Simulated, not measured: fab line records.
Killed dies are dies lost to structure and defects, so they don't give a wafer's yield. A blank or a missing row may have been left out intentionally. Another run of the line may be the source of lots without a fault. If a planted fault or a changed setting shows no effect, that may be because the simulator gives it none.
fab line records / flow nand_harc / part 2 of 2: steps 23 to 32 of 32
record: lots: 5 wafers: 15 last_day: 23
route steps=1159 shown A_STAIRCASE@653
lots with no fault: from the same line, run without faults
start_h: the number of hours between the record's first day and the start of the first shown wafer of the lot / wait_h: time in hours since the lot's previous step / " as in the row above / L1.1+2: a single row standing in for several wafers / - no value, or no start was given / * or withheld: withheld / < > ~ a bound
route shown NAME@n: a module of which the file shows steps, and the number in the route of the first / usual: mean and standard deviation over wafers with no fault / same: alike in all rows / chamber/n: place in a boat / sites: the reading at each site / _std_site: standard deviation across them / _edge_site: inner sites' mean taken away from outer sites' mean / radius_mm: for every site, how far away it sits from the centre of the wafer / mask NAME#n: copy n / behind: the tool/chamber that last shaped the wafer / hold: why the lot went on hold/how many hours it stayed there/how the hold came to an end / device: names the non-switching transistor (n, p or np) / end of line: at the end of the route, the tests of the same wafers / step lacking rows: just its recipe / killed: dies lost to structure and defects at the first sort, not the wafer's yield / map: the dies of a wafer, with x for killed, . for not killed, _ for no die there
set.NAME: setting as actually run; set.NAME@STEP: the setting as run at that earlier step / model.NAME: the simulator's own value behind a step, which no gauge read
lots at some steps of the route; a table a step, a row a wafer
services: from which hour (start_h, from the record's first day; less than 0 if before it) a tool's chamber was out of use, for how many hours, and why
== steps ==
step: NHARC_A_STAIRCASE_DEHYDRATE_302
recipe: temp_c: 150 time_s: 120
usual: exhaust_pa: 44.7/0.81
lot.wafer=L078.4 tool=litho_track-02 chamber=0 start_h=272.06 wait_h=0.2 exhaust_pa=44.8
lot.wafer=L078.5 tool=litho_track-02 chamber=0 start_h=272.06 wait_h=0.2 exhaust_pa=44.4
lot.wafer=L078.6 tool=litho_track-02 chamber=0 start_h=272.06 wait_h=0.2 exhaust_pa=45.6
lot.wafer=L081.3 tool=litho_track-02 chamber=0 start_h=295.44 wait_h=0.2 exhaust_pa=44.3
lot.wafer=L081.4 tool=litho_track-02 chamber=0 start_h=295.44 wait_h=0.2 exhaust_pa=44.7
lot.wafer=L081.5 tool=litho_track-02 chamber=0 start_h=295.44 wait_h=0.2 exhaust_pa=44.1
lot.wafer=L084.1 tool=litho_track-07 chamber=0 start_h=318.66 wait_h=0.2 exhaust_pa=45.9
lot.wafer=L084.2 tool=litho_track-07 chamber=0 start_h=318.66 wait_h=0.2 exhaust_pa=46.3
lot.wafer=L084.4 tool=litho_track-07 chamber=0 start_h=318.66 wait_h=0.2 exhaust_pa=46.4
lot.wafer=L089.1 tool=litho_track-02 chamber=0 start_h=351.22 wait_h=0.2 exhaust_pa=44.5
lot.wafer=L089.2 tool=litho_track-02 chamber=0 start_h=351.22 wait_h=0.2 exhaust_pa=44.9
lot.wafer=L089.6 tool=litho_track-02 chamber=0 start_h=351.22 wait_h=0.2 exhaust_pa=43.7
lot.wafer=L090.2 tool=litho_track-07 chamber=0 start_h=351.39 wait_h=0.2 exhaust_pa=45.8
lot.wafer=L090.5 tool=litho_track-07 chamber=0 start_h=351.39 wait_h=0.2 exhaust_pa=45.2
lot.wafer=L090.6 tool=litho_track-07 chamber=0 start_h=351.39 wait_h=0.2 exhaust_pa=45.5
step: NHARC_A_STAIRCASE_HMDS_303
recipe: time_s: 30
usual: exhaust_pa: 45.1/1.1
lot.wafer=L078.4 tool=litho_track-02 chamber=0 start_h=- wait_h=- exhaust_pa=45.1
lot.wafer=L078.5 tool=litho_track-02 chamber=0 start_h=- wait_h=- exhaust_pa=45.6
lot.wafer=L078.6 tool=litho_track-02 chamber=0 start_h=- wait_h=- exhaust_pa=45.7
lot.wafer=L081.3 tool=litho_track-02 chamber=0 start_h=- wait_h=- exhaust_pa=46.4
lot.wafer=L081.4 tool=litho_track-02 chamber=0 start_h=- wait_h=- exhaust_pa=46.8
lot.wafer=L081.5 tool=litho_track-02 chamber=0 start_h=- wait_h=- exhaust_pa=47.0
lot.wafer=L084.1 tool=litho_track-07 chamber=0 start_h=- wait_h=- exhaust_pa=45.0
lot.wafer=L084.2 tool=litho_track-07 chamber=0 start_h=- wait_h=- exhaust_pa=44.5
lot.wafer=L084.4 tool=litho_track-07 chamber=0 start_h=- wait_h=- exhaust_pa=44.4
lot.wafer=L089.1 tool=litho_track-02 chamber=0 start_h=- wait_h=- exhaust_pa=43.5
lot.wafer=L089.2 tool=litho_track-02 chamber=0 start_h=- wait_h=- exhaust_pa=44.5
lot.wafer=L089.6 tool=litho_track-02 chamber=0 start_h=- wait_h=- exhaust_pa=44.0
lot.wafer=L090.2 tool=litho_track-07 chamber=0 start_h=- wait_h=- exhaust_pa=45.6
lot.wafer=L090.5 tool=litho_track-07 chamber=0 start_h=- wait_h=- exhaust_pa=45.1
lot.wafer=L090.6 tool=litho_track-07 chamber=0 start_h=- wait_h=- exhaust_pa=44.1
step: NHARC_A_STAIRCASE_COAT_304
recipe: spin_rpm: 1200
usual: exhaust_pa: 44.9/0.91
lot.wafer=L078.4 tool=litho_track-02 chamber=0 start_h=- wait_h=- exhaust_pa=45.4
lot.wafer=L078.5 tool=litho_track-02 chamber=0 start_h=- wait_h=- exhaust_pa=44.7
lot.wafer=L078.6 tool=litho_track-02 chamber=0 start_h=- wait_h=- exhaust_pa=45.9
lot.wafer=L081.3 tool=litho_track-02 chamber=0 start_h=- wait_h=- exhaust_pa=45.9
lot.wafer=L081.4 tool=litho_track-02 chamber=0 start_h=- wait_h=- exhaust_pa=44.9
lot.wafer=L081.5 tool=litho_track-02 chamber=0 start_h=- wait_h=- exhaust_pa=45.8
lot.wafer=L084.1 tool=litho_track-07 chamber=0 start_h=- wait_h=- exhaust_pa=44.4
lot.wafer=L084.2 tool=litho_track-07 chamber=0 start_h=- wait_h=- exhaust_pa=44.7
lot.wafer=L084.4 tool=litho_track-07 chamber=0 start_h=- wait_h=- exhaust_pa=44.7
lot.wafer=L089.1 tool=litho_track-02 chamber=0 start_h=- wait_h=- exhaust_pa=44.9
lot.wafer=L089.2 tool=litho_track-02 chamber=0 start_h=- wait_h=- exhaust_pa=44.6
lot.wafer=L089.6 tool=litho_track-02 chamber=0 start_h=- wait_h=- exhaust_pa=45.2
lot.wafer=L090.2 tool=litho_track-07 chamber=0 start_h=- wait_h=- exhaust_pa=45.7
lot.wafer=L090.5 tool=litho_track-07 chamber=0 start_h=- wait_h=- exhaust_pa=46.5
lot.wafer=L090.6 tool=litho_track-07 chamber=0 start_h=- wait_h=- exhaust_pa=45.4
step: NHARC_A_STAIRCASE_SOFTBAKE_305
recipe: temp_c: 135 time_s: 170
usual: exhaust_pa: 45.2/0.99
lot.wafer=L078.4 tool=litho_track-02 chamber=0 start_h=- wait_h=- exhaust_pa=44.9
lot.wafer=L078.5 tool=litho_track-02 chamber=0 start_h=- wait_h=- exhaust_pa=44.2
lot.wafer=L078.6 tool=litho_track-02 chamber=0 start_h=- wait_h=- exhaust_pa=44.9
lot.wafer=L081.3 tool=litho_track-02 chamber=0 start_h=- wait_h=- exhaust_pa=46.5
lot.wafer=L081.4 tool=litho_track-02 chamber=0 start_h=- wait_h=- exhaust_pa=46.9
lot.wafer=L081.5 tool=litho_track-02 chamber=0 start_h=- wait_h=- exhaust_pa=47.3
lot.wafer=L084.1 tool=litho_track-07 chamber=0 start_h=- wait_h=- exhaust_pa=45.8
lot.wafer=L084.2 tool=litho_track-07 chamber=0 start_h=- wait_h=- exhaust_pa=45.2
lot.wafer=L084.4 tool=litho_track-07 chamber=0 start_h=- wait_h=- exhaust_pa=45.0
lot.wafer=L089.1 tool=litho_track-02 chamber=0 start_h=- wait_h=- exhaust_pa=44.0
lot.wafer=L089.2 tool=litho_track-02 chamber=0 start_h=- wait_h=- exhaust_pa=43.3
lot.wafer=L089.6 tool=litho_track-02 chamber=0 start_h=- wait_h=- exhaust_pa=44.2
lot.wafer=L090.2 tool=litho_track-07 chamber=0 start_h=- wait_h=- exhaust_pa=45.7
lot.wafer=L090.5 tool=litho_track-07 chamber=0 start_h=- wait_h=- exhaust_pa=44.9
lot.wafer=L090.6 tool=litho_track-07 chamber=0 start_h=- wait_h=- exhaust_pa=45.5
step: NHARC_A_STAIRCASE_EBR_306
usual: exhaust_pa: 45.0/0.91
lot.wafer=L078.4 tool=litho_track-02 chamber=0 start_h=- wait_h=- exhaust_pa=45.0
lot.wafer=L078.5 tool=litho_track-02 chamber=0 start_h=- wait_h=- exhaust_pa=48.4
lot.wafer=L078.6 tool=litho_track-02 chamber=0 start_h=- wait_h=- exhaust_pa=45.7
lot.wafer=L081.3 tool=litho_track-02 chamber=0 start_h=- wait_h=- exhaust_pa=44.5
lot.wafer=L081.4 tool=litho_track-02 chamber=0 start_h=- wait_h=- exhaust_pa=43.9
lot.wafer=L081.5 tool=litho_track-02 chamber=0 start_h=- wait_h=- exhaust_pa=44.9
lot.wafer=L084.1 tool=litho_track-07 chamber=0 start_h=- wait_h=- exhaust_pa=46.2
lot.wafer=L084.2 tool=litho_track-07 chamber=0 start_h=- wait_h=- exhaust_pa=46.0
lot.wafer=L084.4 tool=litho_track-07 chamber=0 start_h=- wait_h=- exhaust_pa=45.4
lot.wafer=L089.1 tool=litho_track-02 chamber=0 start_h=- wait_h=- exhaust_pa=44.9
lot.wafer=L089.2 tool=litho_track-02 chamber=0 start_h=- wait_h=- exhaust_pa=43.5
lot.wafer=L089.6 tool=litho_track-02 chamber=0 start_h=- wait_h=- exhaust_pa=44.0
lot.wafer=L090.2 tool=litho_track-07 chamber=0 start_h=- wait_h=- exhaust_pa=46.9
lot.wafer=L090.5 tool=litho_track-07 chamber=0 start_h=- wait_h=- exhaust_pa=44.5
lot.wafer=L090.6 tool=litho_track-07 chamber=0 start_h=- wait_h=- exhaust_pa=46.0
step: NHARC_A_STAIRCASE_EXPOSE_307
recipe: na: 0.5 dose_mj: 45.72 mask_id: CHOP_50
lot.wafer=L078.4+5+6 tool=krf_scanner-04 chamber=0 start_h=272.41 wait_h=- mask=CHOP_50#0
lot.wafer=L081.3+4+5 tool=krf_scanner-01 chamber=0 start_h=295.66 wait_h=- mask=CHOP_50#0
lot.wafer=L084.1+2+4 tool=krf_scanner-01 chamber=0 start_h=318.99 wait_h=- mask=CHOP_50#0
lot.wafer=L089.1+2+6 tool=krf_scanner-04 chamber=0 start_h=351.55 wait_h=- mask=CHOP_50#0
lot.wafer=L090.2+5+6 tool=krf_scanner-01 chamber=0 start_h=351.73 wait_h=- mask=CHOP_50#0
step: NHARC_A_STAIRCASE_PEB_308
recipe: peb_temp_c: 115 peb_time_s: 130
usual: exhaust_pa: 44.9/0.81
lot.wafer=L078.4 tool=litho_track-02 chamber=0 start_h=272.46 wait_h=0.0 exhaust_pa=44.3
lot.wafer=L078.5 tool=litho_track-02 chamber=0 start_h=272.46 wait_h=0.0 exhaust_pa=44.3
lot.wafer=L078.6 tool=litho_track-02 chamber=0 start_h=272.46 wait_h=0.0 exhaust_pa=45.1
lot.wafer=L081.3 tool=litho_track-03 chamber=0 start_h=295.71 wait_h=0.0 exhaust_pa=45.4
lot.wafer=L081.4 tool=litho_track-03 chamber=0 start_h=295.71 wait_h=0.0 exhaust_pa=45.7
lot.wafer=L081.5 tool=litho_track-03 chamber=0 start_h=295.71 wait_h=0.0 exhaust_pa=44.6
lot.wafer=L084.1 tool=litho_track-07 chamber=0 start_h=319.06 wait_h=0.1 exhaust_pa=43.8
lot.wafer=L084.2 tool=litho_track-07 chamber=0 start_h=319.06 wait_h=0.1 exhaust_pa=44.9
lot.wafer=L084.4 tool=litho_track-07 chamber=0 start_h=319.06 wait_h=0.1 exhaust_pa=44.3
lot.wafer=L089.1 tool=litho_track-02 chamber=0 start_h=351.62 wait_h=0.1 exhaust_pa=45.1
lot.wafer=L089.2 tool=litho_track-02 chamber=0 start_h=351.62 wait_h=0.1 exhaust_pa=44.2
lot.wafer=L089.6 tool=litho_track-02 chamber=0 start_h=351.62 wait_h=0.1 exhaust_pa=45.0
lot.wafer=L090.2 tool=litho_track-07 chamber=0 start_h=351.79 wait_h=0.1 exhaust_pa=46.5
lot.wafer=L090.5 tool=litho_track-07 chamber=0 start_h=351.79 wait_h=0.1 exhaust_pa=44.7
lot.wafer=L090.6 tool=litho_track-07 chamber=0 start_h=351.79 wait_h=0.1 exhaust_pa=44.8
step: NHARC_A_STAIRCASE_DEVELOP_309
recipe: time_s: 140
usual: exhaust_pa: 44.8/0.85
lot.wafer=L078.4 tool=litho_track-02 chamber=0 start_h=- wait_h=- exhaust_pa=46.8
lot.wafer=L078.5 tool=litho_track-02 chamber=0 start_h=- wait_h=- exhaust_pa=45.6
lot.wafer=L078.6 tool=litho_track-02 chamber=0 start_h=- wait_h=- exhaust_pa=46.9
lot.wafer=L081.3 tool=litho_track-03 chamber=0 start_h=- wait_h=- exhaust_pa=44.1
lot.wafer=L081.4 tool=litho_track-03 chamber=0 start_h=- wait_h=- exhaust_pa=44.5
lot.wafer=L081.5 tool=litho_track-03 chamber=0 start_h=- wait_h=- exhaust_pa=42.4
lot.wafer=L084.1 tool=litho_track-07 chamber=0 start_h=- wait_h=- exhaust_pa=45.9
lot.wafer=L084.2 tool=litho_track-07 chamber=0 start_h=- wait_h=- exhaust_pa=45.2
lot.wafer=L084.4 tool=litho_track-07 chamber=0 start_h=- wait_h=- exhaust_pa=44.8
lot.wafer=L089.1 tool=litho_track-02 chamber=0 start_h=- wait_h=- exhaust_pa=45.2
lot.wafer=L089.2 tool=litho_track-02 chamber=0 start_h=- wait_h=- exhaust_pa=44.0
lot.wafer=L089.6 tool=litho_track-02 chamber=0 start_h=- wait_h=- exhaust_pa=44.3
lot.wafer=L090.2 tool=litho_track-07 chamber=0 start_h=- wait_h=- exhaust_pa=44.7
lot.wafer=L090.5 tool=litho_track-07 chamber=0 start_h=- wait_h=- exhaust_pa=44.7
lot.wafer=L090.6 tool=litho_track-07 chamber=0 start_h=- wait_h=- exhaust_pa=44.7
step: NHARC_A_STAIRCASE_HARDBAKE_311
recipe: temp_c: 120 time_s: 140
usual: exhaust_pa: 45.0/0.85
lot.wafer=L078.4 tool=litho_track-07 chamber=0 start_h=272.69 wait_h=- exhaust_pa=44.4
lot.wafer=L078.5 tool=litho_track-07 chamber=0 start_h=272.69 wait_h=- exhaust_pa=44.4
lot.wafer=L078.6 tool=litho_track-07 chamber=0 start_h=272.69 wait_h=- exhaust_pa=45.3
lot.wafer=L081.3 tool=litho_track-02 chamber=0 start_h=295.94 wait_h=- exhaust_pa=45.2
lot.wafer=L081.4 tool=litho_track-02 chamber=0 start_h=295.94 wait_h=- exhaust_pa=45.7
lot.wafer=L081.5 tool=litho_track-02 chamber=0 start_h=295.94 wait_h=- exhaust_pa=45.3
lot.wafer=L084.1 tool=litho_track-02 chamber=0 start_h=319.28 wait_h=- exhaust_pa=44.2
lot.wafer=L084.2 tool=litho_track-02 chamber=0 start_h=319.28 wait_h=- exhaust_pa=45.2
lot.wafer=L084.4 tool=litho_track-02 chamber=0 start_h=319.28 wait_h=- exhaust_pa=45.1
lot.wafer=L089.1 tool=litho_track-03 chamber=0 start_h=351.83 wait_h=- exhaust_pa=43.8
lot.wafer=L089.2 tool=litho_track-03 chamber=0 start_h=351.83 wait_h=- exhaust_pa=46.4
lot.wafer=L089.6 tool=litho_track-03 chamber=0 start_h=351.83 wait_h=- exhaust_pa=43.8
lot.wafer=L090.2 tool=litho_track-03 chamber=0 start_h=352.02 wait_h=- exhaust_pa=45.0
lot.wafer=L090.5 tool=litho_track-03 chamber=0 start_h=352.02 wait_h=- exhaust_pa=45.1
lot.wafer=L090.6 tool=litho_track-03 chamber=0 start_h=352.02 wait_h=- exhaust_pa=43.7
step: NHARC_A_STAIRCASE_DESCUM_312
recipe: time_s: 3 o2_flow_sccm: 200 ar_flow_sccm: 0 bias_power_w: 0 chemistry: O2
usual: drypump_motor_current_A: 5.5/0.33 mfc_ar_sccm: 0.011/0.011 oes_product_au: 1.000/0.0073 rf_vpp_V: 58.0/0.94 showerhead_plenum_p_Torr: 1.95/0.075 throttle_valve_pct: 11.312/0.0085
lot.wafer=L078.4 tool=rie_diel-02 chamber=3 start_h=272.78 wait_h=- drypump_motor_current_A=6.1 mfc_ar_sccm=0 oes_product_au=0.992 rf_hours_counter_h=43 rf_vpp_V=58.5 showerhead_plenum_p_Torr=1.98 throttle_valve_pct=11.306
lot.wafer=L078.5 tool=rie_diel-02 chamber=2 start_h=272.78 wait_h=- drypump_motor_current_A=5.2 mfc_ar_sccm=0 oes_product_au=0.997 rf_hours_counter_h=- rf_vpp_V=58.5 showerhead_plenum_p_Torr=2.06 throttle_valve_pct=11.312
lot.wafer=L078.6 tool=rie_diel-02 chamber=3 start_h=272.78 wait_h=- drypump_motor_current_A=6.1 mfc_ar_sccm=0 oes_product_au=0.987 rf_hours_counter_h=- rf_vpp_V=57.5 showerhead_plenum_p_Torr=1.98 throttle_valve_pct=11.304
lot.wafer=L081.3 tool=rie_diel-02 chamber=3 start_h=296.03 wait_h=- drypump_motor_current_A=6.1 mfc_ar_sccm=0 oes_product_au=0.995 rf_hours_counter_h=51 rf_vpp_V=57.3 showerhead_plenum_p_Torr=1.97 throttle_valve_pct=11.304
lot.wafer=L081.5 tool=rie_diel-02 chamber=1 start_h=296.03 wait_h=- drypump_motor_current_A=5.5 mfc_ar_sccm=0.023 oes_product_au=1.002 rf_hours_counter_h=- rf_vpp_V=57.5 showerhead_plenum_p_Torr=1.81 throttle_valve_pct=11.305
lot.wafer=L081.4 tool=rie_diel-02 chamber=0 start_h=296.03 wait_h=- drypump_motor_current_A=5.8 mfc_ar_sccm=0 oes_product_au=1.006 rf_hours_counter_h=- rf_vpp_V=57.5 showerhead_plenum_p_Torr=1.84 throttle_valve_pct=11.319
lot.wafer=L084.2 tool=rie_diel-07 chamber=2 start_h=319.38 wait_h=- drypump_motor_current_A=5.6 mfc_ar_sccm=0.005 oes_product_au=0.990 rf_hours_counter_h=32 rf_vpp_V=58.9 showerhead_plenum_p_Torr=1.97 throttle_valve_pct=11.308
lot.wafer=L084.1 tool=rie_diel-07 chamber=3 start_h=319.38 wait_h=- drypump_motor_current_A=5.4 mfc_ar_sccm=0 oes_product_au=1.001 rf_hours_counter_h=36 rf_vpp_V=58.7 showerhead_plenum_p_Torr=1.91 throttle_valve_pct=11.306
lot.wafer=L084.4 tool=rie_diel-07 chamber=3 start_h=319.38 wait_h=- drypump_motor_current_A=5.5 mfc_ar_sccm=0 oes_product_au=1.007 rf_hours_counter_h=- rf_vpp_V=58.3 showerhead_plenum_p_Torr=1.91 throttle_valve_pct=11.309
lot.wafer=L089.2 tool=rie_diel-07 chamber=0 start_h=351.93 wait_h=- drypump_motor_current_A=5.7 mfc_ar_sccm=0.022 oes_product_au=1.000 rf_hours_counter_h=44 rf_vpp_V=57.7 showerhead_plenum_p_Torr=1.98 throttle_valve_pct=11.298
lot.wafer=L089.1 tool=rie_diel-07 chamber=1 start_h=351.93 wait_h=- drypump_motor_current_A=5.6 mfc_ar_sccm=0.018 oes_product_au=0.997 rf_hours_counter_h=42 rf_vpp_V=57.6 showerhead_plenum_p_Torr=1.92 throttle_valve_pct=11.331
lot.wafer=L089.6 tool=rie_diel-07 chamber=3 start_h=351.93 wait_h=- drypump_motor_current_A=5.5 mfc_ar_sccm=0 oes_product_au=0.998 rf_hours_counter_h=- rf_vpp_V=58.3 showerhead_plenum_p_Torr=1.91 throttle_valve_pct=11.305
lot.wafer=L090.2 tool=rie_diel-06 chamber=3 start_h=352.13 wait_h=- drypump_motor_current_A=4.8 mfc_ar_sccm=0.033 oes_product_au=1.004 rf_hours_counter_h=37 rf_vpp_V=58.5 showerhead_plenum_p_Torr=2.04 throttle_valve_pct=11.313
lot.wafer=L090.5 tool=rie_diel-06 chamber=0 start_h=352.13 wait_h=- drypump_motor_current_A=5.0 mfc_ar_sccm=0.024 oes_product_au=0.999 rf_hours_counter_h=- rf_vpp_V=58.8 showerhead_plenum_p_Torr=2.01 throttle_valve_pct=11.314
lot.wafer=L090.6 tool=rie_diel-06 chamber=1 start_h=352.13 wait_h=- drypump_motor_current_A=5.2 mfc_ar_sccm=0.015 oes_product_au=1.005 rf_hours_counter_h=- rf_vpp_V=58.3 showerhead_plenum_p_Torr=1.92 throttle_valve_pct=11.322
== services ==
tool=rie_diel-06 chamber=- start_h=241.85 hours=9.0 kind=pm
tool=krf_scanner-01 chamber=- start_h=242.35 hours=0.5 kind=repair
tool=krf_scanner-01 chamber=- start_h=256.00 hours=4.0 kind=pm
tool=rie_diel-02 chamber=- start_h=258.59 hours=0.4 kind=repair
tool=rie_diel-07 chamber=0 start_h=261.95 hours=- kind=clean
tool=rie_diel-07 chamber=1 start_h=261.95 hours=- kind=clean
tool=rie_diel-07 chamber=2 start_h=261.95 hours=- kind=clean
tool=rie_diel-07 chamber=3 start_h=261.95 hours=- kind=clean
tool=rie_diel-07 chamber=0 start_h=271.98 hours=11.8 kind=repair
tool=rie_diel-06 chamber=0 start_h=284.88 hours=9.7 kind=repair
tool=krf_scanner-04 chamber=- start_h=285.31 hours=0.3 kind=repair
tool=pecvd-04 chamber=2 start_h=285.97 hours=3.9 kind=repair
tool=rie_diel-07 chamber=0 start_h=287.28 hours=- kind=clean
tool=rie_diel-07 chamber=1 start_h=287.28 hours=- kind=clean
tool=pecvd-03 chamber=- start_h=292.50 hours=13.0 kind=pm
tool=rie_diel-02 chamber=2 start_h=295.62 hours=8.8 kind=repair
tool=krf_scanner-04 chamber=- start_h=298.00 hours=4.0 kind=pm
tool=rie_diel-06 chamber=- start_h=300.37 hours=1.9 kind=repair
tool=rie_diel-02 chamber=- start_h=327.83 hours=9.0 kind=pm
tool=krf_scanner-03 chamber=- start_h=328.29 hours=1.4 kind=repair
tool=krf_scanner-03 chamber=- start_h=340.00 hours=4.0 kind=pm
tool=litho_track-02 chamber=- start_h=340.00 hours=7.0 kind=pm
tool=acl_dep-02 chamber=- start_h=350.92 hours=13.0 kind=pm
tool=wet_bench-01 chamber=- start_h=351.18 hours=8.6 kind=repair
